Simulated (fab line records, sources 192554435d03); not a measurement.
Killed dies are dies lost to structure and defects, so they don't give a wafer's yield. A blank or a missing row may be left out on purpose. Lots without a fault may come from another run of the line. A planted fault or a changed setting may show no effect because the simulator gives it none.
fab line records | flow n5_finfet
record lots=9 wafers=27 last_day=18
route steps=1938 shown BEOL_M4@1046 PASSIVATION@1936
lots that met no fault: from a run of the same line without faults
start_h: hours from the record's first day to the start of the lot's first wafer shown | wait_h: hours since the lot's step before | " the same as in the row above | L1.1+2: a row that stands for several wafers | - no value, or no start given | * or withheld: withheld | < > ~ a bound
route shown NAME@n: a module of which the file shows steps, and the number in the route of the first | usual: mean/standard deviation of fault-free wafers | same: alike in all rows | chamber/n: place in a boat | sites: the reading at each site | _std_site: their standard deviation | _edge_site: outer sites' mean less inner sites' | radius_mm: how far each site lies from the wafer's centre | mask NAME#n: copy n | behind: the tool/chamber that last shaped the wafer | hold: why the lot was held/for how many hours/how that ended | device: the transistor (n, p or np) that didn't switch | end of line: the same wafers' tests at the end of the route | a step without rows: its recipe alone | killed: dies lost to structure and defects at the first sort, not the wafer's yield | map: a wafer's dies, x killed, . not, _ none there
set.NAME: the setting as run; set.NAME@STEP: as run at that earlier step | model.NAME: the simulator's own value behind a step, which no gauge read
steps of the route over a sample of lots; a table a step, a row a wafer
services: from which hour (start_h, from the record's first day; less than 0 if before it) a tool's chamber was out of use, for how many hours, and why
## steps
# step N5_BEOL_M4_CD_MEAS_18
# recipe pitch_nm=36 target_cd_nm=18
# usual cd_nm=18.1/0.3
# columns lot.wafer tool chamber start_h wait_h cd_nm
L660.1 cd_sem-01 - 178.05 0.0 18.4
L660.3 " - " " 18.2
L660.6 " - " " 17.9
L661.1 cd_sem-02 - 182.23 0.0 18.3
L661.3 " - " " 18.0
L661.6 " - " " 18.2
L665.2 cd_sem-02 - 208.96 0.1 17.9
L665.3 " - " " 18.2
L665.5 " - " " 18.4
L669.2 cd_sem-02 - 224.17 0.1 18.0
L669.3 " - " " 18.2
L669.6 " - " " 17.9
L670.1 cd_sem-02 - 237.07 0.0 17.6
L670.3 " - " " 17.9
L670.6 " - " " 17.8
L672.2 cd_sem-02 - 263.90 0.1 18.2
L672.3 " - " " 18.7
L672.5 " - " " 18.2
L673.2 cd_sem-02 - 269.46 0.1 18.4
L673.3 " - " " 18.0
L673.4 " - " " 17.8
L677.1 cd_sem-01 - 296.40 0.0 18.6
L677.2 " - " " 18.5
L677.4 " - " " 18.7
L679.2 cd_sem-03 - 310.75 0.1 18.5
L679.3 " - " " 18.5
L679.4 " - " " 18.5
# step N5_BEOL_M4_TRENCH_ETCH_37
# recipe chemistry=C4F6/O2 target_depth_a=555.55 target=SiOC time_s=29.2 ion_energy_ev=250 pressure_mtorr=30 source_w=355 bias_w=185 Ar_flow_sccm=300 C4F6_flow_sccm=10 O2_flow_sccm=10
# usual C4F6_flow_sccm=10.000/0.029 O2_flow_sccm=9.999/0.028 drypump_motor_current_A=5.6/0.49 oes_product_au=0.78/0.061 rf_vpp_V=665/15 showerhead_plenum_p_Torr=2.89/0.095 throttle_valve_pct=20.99/0.18
# columns lot.wafer tool chamber start_h wait_h C4F6_flow_sccm O2_flow_sccm drypump_motor_current_A oes_product_au rf_hours_counter_h rf_vpp_V showerhead_plenum_p_Torr throttle_valve_pct
L660.1 rie_diel-03 2 183.45 - 10.023 10.031 5.3 0.76 120 686 2.88 21.30
L660.3 " 1 " " 9.996 9.999 5.2 0.80 115 664 2.86 20.85
L660.6 " 3 " " 10.007 10.021 6.3 0.68 - 639 2.73 21.29
L661.1 rie_diel-05 2 186.70 - 10.018 9.965 5.6 0.88 53 679 3.02 20.93
L661.3 " 1 " " 10.036 9.960 5.7 0.84 74 638 2.76 20.78
L661.6 " 0 " " 10.042 9.978 6.1 0.82 - 646 2.77 21.11
L665.2 rie_diel-01 1 212.21 - 10.014 10.001 5.2 0.84 62 672 2.89 20.83
L665.3 " 2 " " 10.003 10.009 5.0 0.71 191 671 2.94 21.13
L665.5 " 3 " " 9.955 10.036 5.3 0.70 - 683 2.95 20.91
L669.2 rie_diel-03 1 235.37 - - - - - - - - -
L669.3 " 0 " " - - - - - - - -
L669.6 " 1 " " - - - - - - - -
L670.1 rie_diel-01 0 254.46 - - - - - - - - -
L670.3 " 3 " " - - - - - - - -
L670.6 " 0 " " - - - - - - - -
L672.2 rie_diel-01 3 270.44 - - - - - - - - -
L672.3 " 1 " " - - - - - - - -
L672.5 " 0 " " - - - - - - - -
L673.2 rie_diel-03 1 277.19 - 9.992 10.000 5.2 0.76 152 665 2.85 20.93
L673.3 " 2 " " 9.938 9.971 5.3 0.73 157 686 2.86 21.38
L673.4 " 3 " " 9.983 9.982 6.3 0.94 17 648 3.06 20.99
L677.1 rie_diel-03 0 301.76 - 10.016 10.020 5.7 0.71 190 667 2.93 20.87
L677.2 " 1 " " 10.019 10.056 5.3 0.75 159 666 2.84 20.92
L677.4 " 2 " " 9.973 10.014 5.3 0.73 165 684 2.86 21.38
L679.2 rie_diel-03 3 313.06 - 10.031 9.976 6.3 0.92 29 649 3.05 21.01
L679.3 " 2 " " 10.056 9.957 5.3 0.72 169 686 2.86 21.37
L679.4 " 1 " " 9.995 10.029 5.3 0.75 162 667 2.84 20.92
# step N5_BEOL_M4_STRIP_97
# recipe chemistry=N2/H2 time_s=10 power_w=450 temp_c=40 pressure_mtorr=20 rf_frequency_hz=6e+07 bias_power_w=7 n2_flow_sccm=200 h2_flow_sccm=200
# usual bias_power_w=7.003/0.022 drypump_motor_current_A=5.6/0.49 oes_product_au=0.78/0.062 rf_vpp_V=59.3/1 showerhead_plenum_p_Torr=2.58/0.089 throttle_valve_pct=23.82/0.12
# columns lot.wafer tool chamber start_h wait_h bias_power_w drypump_motor_current_A oes_product_au rf_hours_counter_h rf_vpp_V showerhead_plenum_p_Torr throttle_valve_pct
L660.1 rie_diel-03 2 - - 6.979 5.3 0.76 120 58.6 2.54 23.85
L660.3 " 1 " " 7.046 5.2 0.81 115 60.8 2.57 23.85
L660.6 " 3 " " 6.981 6.4 0.69 - 59.8 2.41 23.94
L661.1 rie_diel-05 2 - - 7.006 5.6 0.87 53 60.0 2.71 23.76
L661.3 " 1 " " 6.981 5.7 0.84 74 58.0 2.48 24.00
L661.6 " 0 " " 7.008 6.2 0.83 - 57.0 2.45 23.73
L665.2 rie_diel-01 1 - - 6.998 5.3 0.85 62 59.0 2.58 23.54
L665.3 " 2 " " 7.013 4.9 0.71 191 58.2 2.61 23.59
L665.5 " 3 " " 7.041 5.4 0.70 - 59.7 2.62 23.64
L669.2 rie_diel-03 1 - - 6.997 5.2 0.78 136 58.4 2.56 23.89
L669.3 " 0 " " 6.994 5.7 0.73 165 60.0 2.65 23.88
L669.6 " 1 " " 7.035 5.2 0.78 - 58.6 2.56 23.89
L670.1 rie_diel-01 0 - - 6.998 6.4 0.79 117 58.3 2.57 23.67
L670.3 " 3 " " 7.011 5.4 0.69 209 61.3 2.62 23.64
L670.6 " 0 " " 7.017 6.4 0.79 - 59.7 2.57 23.69
L672.2 rie_diel-01 3 - - 6.978 5.3 0.69 215 58.9 2.62 23.66
L672.3 " 1 " " 7.006 5.2 0.83 75 59.5 2.57 23.59
L672.5 " 0 " " 6.973 6.4 0.78 - 60.2 2.57 23.68
L673.2 rie_diel-03 1 - - 7.007 5.2 0.77 152 57.6 2.55 23.90
L673.3 " 2 " " 7.020 5.3 0.72 157 59.3 2.52 23.92
L673.4 " 3 " " 7.034 6.4 0.95 17 59.5 2.72 23.71
L677.1 rie_diel-03 0 - - 7.006 5.6 0.71 190 60.1 2.64 23.90
L677.2 " 1 " " 6.955 5.2 0.77 159 60.2 2.55 23.91
L677.4 " 2 " " 6.982 5.3 0.72 165 59.5 2.52 23.91
L679.2 rie_diel-03 3 - - 7.004 6.3 0.93 29 60.5 2.71 23.72
L679.3 " 2 " " 6.992 5.3 0.72 169 58.8 2.52 23.91
L679.4 " 1 " " 7.021 5.3 0.75 162 60.0 2.55 23.92
# step N5_BEOL_M4_OCD_MEAS_38
# usual trench_depth_nm=55.5/1.3
# columns lot.wafer tool chamber start_h wait_h trench_depth_nm
L660.1 ocd-02 - 183.61 - 54.1
L660.3 " - " " 55.0
L660.6 " - " " 54.8
L661.1 ocd-02 - 186.85 - 58.4
L661.3 " - " " 56.9
L661.6 " - " " 54.5
L665.2 ocd-02 - 212.37 - 56.1
L665.3 " - " " 54.9
L665.5 " - " " 55.1
L669.2 ocd-02 - 235.53 - 0
L669.3 " - " " 0
L669.6 " - " " 0.2
L670.1 ocd-01 - 254.63 - 0
L670.3 " - " " 0
L670.6 " - " " 0.8
L672.2 ocd-02 - 270.60 - 0.1
L672.3 " - " " 0
L672.5 " - " " 0.4
L673.2 ocd-01 - 277.34 - 54.9
L673.3 " - " " 55.4
L673.4 " - " " 55.6
L677.1 ocd-01 - 301.92 - 55.1
L677.2 " - " " 54.6
L677.4 " - " " 54.9
L679.2 ocd-01 - 313.21 - 56.1
L679.3 " - " " 54.2
L679.4 " - " " 54.1
# step N5_BEOL_M4_ALD_84
# recipe material=TaN target_thk_a=* temp_c=275 ald_precursor_family=PDMAT ald_co_reactant=NH3 pressure_torr=3 carrier_flow_sccm=1500 pulse_time_s=2 purge_time_s=3 co_reactant_purge_time_s=2 co_reactant_pulse_time_s=3 ald_cycles=30 precursor_vessel_temp_c=75 precursor_vessel_pressure_torr=26.25 precursor_vessel_carrier_sccm=1000
# usual heater_power_w=417/53
# same co_reactant_purge_time_s=2 purge_time_s=3
# columns lot.wafer tool chamber start_h wait_h heater_power_w
L660.1 ald_metal-03 1 184.00 0.0 378
L660.3 " 2 " " 398
L660.6 " 1 " " 369
L661.1 ald_metal-01 3 187.45 0.0 444
L661.3 " 2 " " 421
L661.6 " 2 " " 434
L665.2 ald_metal-03 1 212.66 0.0 362
L665.3 " 3 " " 426
L665.5 " 3 " " 420
L669.2 ald_metal-03 1 236.39 0.2 380
L669.3 " 0 " " 407
L669.6 " 2 " " 391
L670.1 ald_metal-01 1 255.06 0.0 421
L670.3 " 3 " " 443
L670.6 " 2 " " 416
L672.2 ald_metal-03 0 271.09 0.0 409
L672.3 " 1 " " 370
L672.5 " 1 " " 371
L673.2 ald_metal-03 1 277.89 0.1 371
L673.3 " 2 " " 393
L673.4 " 0 " " 411
L677.1 ald_metal-04 3 303.68 0.0 349
L677.2 " 1 " " 497
L677.4 " 0 " " 366
L679.2 ald_metal-04 1 314.04 0.0 495
L679.3 " 2 " " 489
L679.4 " 0 " " 352
# step N5_BEOL_M4_RC_MEAS_101
# usual DIBL_N=37.1/1.8 DIBL_P=37.2/2.1 IOFF_N=0.17/0.033 IOFF_P=0.22/0.037 ION_N=680/11 ION_P=464/7.7 SS_N=71.7/0.63 SS_P=73.6/0.67 VT_N=248.9/2.9 VT_P=-251/3.6
# columns lot.wafer tool chamber start_h wait_h DIBL_N[mV/V] DIBL_P[mV/V] IOFF_N[nA/um] IOFF_P[nA/um] ION_N[uA/um] ION_P[uA/um] SS_N[mV/dec] SS_P[mV/dec] VT_N[mV] VT_P[mV]
L660.1 prober-01 0 187.64 0.0 37.7 39.0 0.21 0.24 684 467 72.2 74.0 244.9 -249
L660.3 " 0 " " 32.4 32.8 0.11 0.15 666 458 70.6 72.1 253.1 -256
L660.6 " 0 " " 36.1 37.3 0.18 0.21 682 465 71.9 73.8 246.9 -250
L661.1 prober-02 0 190.94 0.0 38.7 40.6 0.22 0.26 701 473 72.0 74.6 242.9 -248
L661.3 " 0 " " 35.8 36.7 0.14 0.18 676 455 71.4 73.2 251.4 -256
L661.6 " 0 " " 34.1 33.8 0.12 0.15 667 454 71.0 72.5 251.3 -256
L665.2 prober-01 0 216.16 0.2 38.2 39.4 0.22 0.31 697 481 72.4 74.2 245.5 -244
L665.3 " 0 " " 38.0 37.8 0.20 0.29 686 479 72.1 73.6 245.1 -243
L665.5 " 0 " " 37.1 36.8 0.18 0.26 680 466 72.2 73.5 246.5 -247
L673.2 prober-02 0 281.90 0.2 38.3 39.1 0.20 0.21 682 458 72.4 73.3 247.9 -251
L673.3 " 0 " " 40.4 40.5 0.23 0.25 686 463 72.7 74.5 246.6 -248
L673.4 " 0 " " 36.9 39.4 0.18 0.22 683 467 71.5 73.8 246.6 -250
L677.1 prober-02 0 307.10 0.0 37.3 37.1 0.17 0.22 703 478 72.3 73.7 246.6 -249
L677.2 " 0 " " 38.2 37.8 0.20 0.24 677 462 71.6 74.4 245.7 -250
L677.4 " 0 " " 41.6 41.5 0.29 0.31 701 477 72.4 75.2 241.5 -244
L679.2 prober-01 0 318.01 0.2 38.4 37.9 0.20 0.24 695 469 72.2 74.3 243.4 -249
L679.3 " 0 " " 37.4 36.2 0.18 0.22 678 461 72.0 73.4 247.8 -251
L679.4 " 0 " " 37.3 35.7 0.17 0.21 666 461 71.5 73.1 249.1 -252
# step N5_PASSIVATION_PROBE_49
# usual defect_limited_yield=91.7/1.5 killed_at_M0_to_M3=32/10 killed_at_M4_up=14/5.3 killed_at_contacts=13/5.7 killed_at_front_end=37/10 killed_at_other=3.3/2.5 killed_dies=98/18 killed_on_rim=13/3.6 killed_open=65/13 killed_short=31/7.5 sort_bin_4_leakage=0.00/0.0099 sort_bin_5_function=4.9/0.91 sort_bin_6_memory=3.1/0.71 sort_n_pass=1082/18 sort_yield_pct=91.7/1.5
# same gross_dies=1180 killed_at_back_side=0 sort_bin_8_speed[%]=0
# columns lot.wafer tool chamber start_h wait_h defect_limited_yield[%] killed_at_M0_to_M3 killed_at_M4_up killed_at_contacts killed_at_front_end killed_at_other killed_dies killed_on_rim killed_open killed_short sort_bin_4_leakage[%] sort_bin_5_function[%] sort_bin_6_memory[%] sort_n_pass sort_yield_pct[%]
L661.1 prober-01 - 300.38 0.0 94.2 22 10 7 29 0 68 8 37 24 0 3.0 2.1 1112 94.2
L661.3 prober-01 - 300.48 0.1 91.2 26 10 16 49 3 104 12 65 39 0 5.2 3.4 1076 91.2
L661.6 prober-01 - 300.63 0.3 91.3 28 17 11 45 2 103 11 57 42 0 4.8 3.2 1077 91.3
L665.2 prober-02 - 331.64 0.1 88.9 52 31 7 36 5 131 17 85 46 0 6.8 3.8 1049 88.9
L665.3 prober-02 - 331.69 0.1 89.8 40 12 17 46 5 120 15 81 39 0 6.0 3.9 1060 89.8
L665.5 prober-02 - 331.79 0.2 91.8 30 12 15 38 2 97 14 66 30 0 4.6 3.5 1083 91.8
L669.2 prober-01 - 342.45 0.1 0 37 1098 13 25 7 1180 152 59 37 0 97.5 2.0 0 0
L669.3 prober-01 - 342.50 0.1 0 29 1092 12 42 5 1180 152 58 37 0 96.4 3.1 0 0
L669.6 prober-01 - 342.65 0.3 0 27 1111 21 16 5 1180 152 61 23 0 96.9 2.9 0 0
L670.1 prober-02 - 360.48 0.0 0 39 1065 22 50 4 1180 152 79 46 0 95.3 3.7 0 0
L670.3 prober-02 - 360.58 0.1 0 38 1082 14 45 1 1180 152 76 32 0 96.3 3.4 0 0
L670.6 prober-02 - 360.73 0.3 0 37 1097 19 24 3 1180 152 66 29 0 96.6 3.2 0 0
L672.2 prober-01 - 382.35 0.1 0 14 1115 6 41 4 1180 152 45 28 0 97.1 2.6 0 0
L672.3 prober-01 - 382.40 0.1 0 22 1108 14 32 4 1180 152 60 26 0 97.1 2.5 0 0
L672.5 prober-01 - 382.50 0.2 0 27 1122 10 18 3 1180 152 56 24 0 97.2 2.5 0 0
L673.2 prober-01 - 386.60 0.1 91.1 47 18 6 32 2 105 14 63 40 0 4.2 4.3 1075 91.1
L673.3 prober-01 - 386.65 0.1 91.1 45 14 9 32 5 105 16 64 36 0 5.9 2.5 1075 91.1
L673.4 prober-01 - 386.70 0.2 94.6 23 13 4 22 2 64 10 40 20 0 2.7 2.4 1116 94.6
# killed by level:class
L661.1 MOL_CONTACT_COAG:geometric_particle:open=6 BEOL_M0_SAQP:geometric_particle:short=6 HKMG_FIN:area_etch=6 FIN_SAQP:geometric_particle:short=5 BEOL_M0_SAQP:geometric_particle:open=5 DUMMY_GATE:geometric_particle:open=4 BEOL_M4:geometric_particle:open=4 FIN_SAQP:geometric_particle:open=3
L661.3 MOL_CONTACT_COAG:geometric_particle:open=15 FIN_SAQP:geometric_particle:short=14 BEOL_M0_SAQP:geometric_particle:open=8 FIN_SAQP:geometric_particle:open=6 DUMMY_GATE:geometric_particle:open=6 BEOL_M0_SAQP:geometric_particle:short=6 GATE_CUT:geometric_particle:short=5 GATE_CUT:geometric_particle:open=4
L661.6 MOL_CONTACT_COAG:geometric_particle:open=9 BEOL_M4:geometric_particle:open=9 BEOL_M0_SAQP:geometric_particle:open=7 FIN_SAQP:geometric_particle:short=6 BEOL_M0_SAQP:geometric_particle:short=6 FIN_SAQP:geometric_particle:open=5 DUMMY_GATE:geometric_particle:open=5 BEOL_M2:geometric_particle:open=5
L665.2 BEOL_M0_SAQP:geometric_particle:short=17 BEOL_M1:geometric_particle:open=10 BEOL_M4:geometric_particle:open=10 BEOL_M0_SAQP:geometric_particle:open=9 MOL_CONTACT_COAG:geometric_particle:open=7 BEOL_M3:geometric_particle:open=7 BEOL_M5:geometric_particle:open=6 STARTING-WAFER:geometric_particle:open=6
L665.3 MOL_CONTACT_COAG:geometric_particle:open=14 BEOL_M0_SAQP:geometric_particle:short=13 BEOL_M2:geometric_particle:open=9 FIN_SAQP:geometric_particle:open=8 STI_FIN_REVEAL:geometric_particle:open=8 DUMMY_GATE:geometric_particle:open=8 BEOL_M1:geometric_particle:open=6 BEOL_M4:geometric_particle:open=6
L665.5 STI_FIN_REVEAL:geometric_particle:open=12 MOL_CONTACT_COAG:geometric_particle:open=10 BEOL_M2:geometric_particle:open=9 GATE_CUT:geometric_particle:short=8 BEOL_M0_SAQP:geometric_particle:short=8 BEOL_M3:geometric_particle:open=6 MOL_CONTACT_COAG:geometric_particle:short=5 BEOL_M4:geometric_particle:open=5
L669.2 BEOL_M4:area_etch=1080 BEOL_M0_SAQP:geometric_particle:open=12 BEOL_M0_SAQP:geometric_particle:short=11 MOL_CONTACT_COAG:geometric_particle:open=10 DUMMY_GATE:geometric_particle:open=6 BEOL_M3:geometric_particle:open=6 BEOL_M4:geometric_particle:open=6 STARTING-WAFER:geometric_particle:short=6
L669.3 BEOL_M4:area_etch=1082 FIN_SAQP:geometric_particle:open=12 BEOL_M0_SAQP:geometric_particle:short=11 MOL_CONTACT_COAG:geometric_particle:open=8 FIN_SAQP:geometric_particle:short=7 BEOL_M0_SAQP:geometric_particle:open=7 STI_FIN_REVEAL:geometric_particle:open=6 STI_FIN_REVEAL:geometric_particle:short=5
L669.6 BEOL_M4:area_etch=1096 MOL_CONTACT_COAG:geometric_particle:open=17 BEOL_M0_SAQP:geometric_particle:open=10 BEOL_M4:geometric_particle:open=10 BEOL_M0_SAQP:geometric_particle:short=8 MOL_CONTACT_COAG:geometric_particle:short=4 BEOL_M5:geometric_particle:open=4 FIN_SAQP:geometric_particle:open=3
L670.1 BEOL_M4:area_etch=1049 FIN_SAQP:geometric_particle:open=15 MOL_CONTACT_COAG:geometric_particle:open=13 MOL_CONTACT_COAG:geometric_particle:short=9 FIN_SAQP:geometric_particle:short=8 BEOL_M0_SAQP:geometric_particle:short=8 BEOL_M1:geometric_particle:open=7 BEOL_M0_SAQP:geometric_particle:open=5
L670.3 BEOL_M4:area_etch=1067 BEOL_M1:geometric_particle:open=14 FIN_SAQP:geometric_particle:open=12 MOL_CONTACT_COAG:geometric_particle:open=12 BEOL_M0_SAQP:geometric_particle:short=7 BEOL_M4:geometric_particle:open=7 DUMMY_GATE:geometric_particle:open=6 BEOL_M0_SAQP:geometric_particle:open=5
L670.6 BEOL_M4:area_etch=1083 MOL_CONTACT_COAG:geometric_particle:open=15 BEOL_M0_SAQP:geometric_particle:open=11 BEOL_M1:geometric_particle:open=10 FIN_SAQP:geometric_particle:open=7 BEOL_M0_SAQP:geometric_particle:short=7 FIN_SAQP:geometric_particle:short=5 BEOL_M4:geometric_particle:open=5
L672.2 BEOL_M4:area_etch=1098 FIN_SAQP:geometric_particle:open=11 FIN_SAQP:geometric_particle:short=8 BEOL_M1:geometric_particle:open=6 STI_FIN_REVEAL:geometric_particle:open=5 BEOL_M4:geometric_particle:open=5 MOL_CONTACT_COAG:geometric_particle:short=4 BEOL_M5:geometric_particle:open=4
L672.3 BEOL_M4:area_etch=1092 MOL_CONTACT_COAG:geometric_particle:open=10 FIN_SAQP:geometric_particle:open=8 STI_FIN_REVEAL:geometric_particle:open=7 GATE_CUT:geometric_particle:short=7 BEOL_M2:geometric_particle:open=7 BEOL_M0_SAQP:geometric_particle:open=5 MOL_CONTACT_COAG:geometric_particle:short=4
L672.5 BEOL_M4:area_etch=1096 BEOL_M4:geometric_particle:open=12 BEOL_M1:geometric_particle:open=9 MOL_CONTACT_COAG:geometric_particle:open=7 FIN_SAQP:geometric_particle:open=6 BEOL_M7:geometric_particle:open=6 MOL_CONTACT_COAG:geometric_particle:short=3 BEOL_M0_SAQP:geometric_particle:short=3
L673.2 BEOL_M0_SAQP:geometric_particle:short=16 BEOL_M0_SAQP:geometric_particle:open=11 BEOL_M1:geometric_particle:open=6 BEOL_M3:geometric_particle:open=6 BEOL_M8:geometric_particle:open=6 FIN_SAQP:geometric_particle:open=5 MOL_CONTACT_COAG:geometric_particle:open=5 FIN_SAQP:geometric_particle:short=4
L673.3 BEOL_M2:geometric_particle:open=12 BEOL_M0_SAQP:geometric_particle:short=8 MOL_CONTACT_COAG:geometric_particle:open=8 FIN_SAQP:geometric_particle:short=7 DUMMY_GATE:geometric_particle:open=6 BEOL_M0_SAQP:geometric_particle:open=6 BEOL_M1:geometric_particle:open=5 GATE_CUT:geometric_particle:short=4
L673.4 FIN_SAQP:geometric_particle:open=5 BEOL_M0_SAQP:geometric_particle:open=5 FIN_SAQP:geometric_particle:short=4 MOL_CONTACT_COAG:geometric_particle:open=4 BEOL_M0_SAQP:geometric_particle:short=4 BEOL_M1:geometric_particle:open=3 BEOL_M2:geometric_particle:open=3 BEOL_M4:geometric_particle:open=3
## services
# columns tool chamber start_h hours kind
rie_diel-05 1 160.48 5.4 repair
rie_diel-01 0 168.70 6.0 repair
ald_metal-01 - 197.87 2.8 pm
ald_metal-03 2 200.89 24.1 repair
rie_diel-03 3 216.77 - clean
rie_diel-03 3 216.77 - consumable_replace:focus_ring
rie_diel-03 3 216.77 - consumable_replace:showerhead
rie_diel-03 3 216.77 18.6 scheduled_down
rie_diel-03 3 216.77 18.6 vent_cycle
ald_metal-04 - 227.14 14.6 pm
rie_diel-01 0 228.17 6.0 repair
rie_diel-01 - 238.12 15.6 pm
rie_diel-01 1 263.76 3.0 repair
rie_diel-05 1 270.84 14.1 repair
ald_metal-04 - 288.36 2.1 repair
ald_metal-01 - 292.02 8.7 pm
ald_metal-03 - 308.78 2.8 pm
## key
first_sign step=N5_BEOL_M4_TRENCH_ETCH_37 reading=tool_record direction=missing
effect step=N5_BEOL_M4_OCD_MEAS_38 reading=trench_depth_nm direction=down sigmas=42 usual=55.5 struck=0.2
effect step=N5_PASSIVATION_PROBE_49 reading=killed_at_M4_up direction=up sigmas=99+ usual=14 struck=1099
more_kills_born_at N5_BEOL_M4_TRENCH_ETCH_37@rie_diel-01=6485 N5_BEOL_M4_TRENCH_ETCH_37@rie_diel-03=3258
met_at N5_BEOL_M4_TRENCH_ETCH_37
struck_lots L669,L670,L672
later_rows_left_out L669.2,L669.3,L669.6,L670.1,L670.3,L670.6,L672.2,L672.3,L672.5
not_acting_at N5_BEOL_M4_CD_MEAS_18,N5_BEOL_M4_STRIP_97,N5_BEOL_M4_ALD_84
onset_between 212.21 235.37
fault kind=skipped_step_whole tool=rie_diel-01,rie_diel-03 chamber=- onset_h=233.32 steps=N5_BEOL_M4_TRENCH_ETCH_37 scope=struck_lots_only
# later_rows_left_out: the simulator's readings of these wafers behind a module that went badly wrong aren't trusted and aren't shown, but for the sort
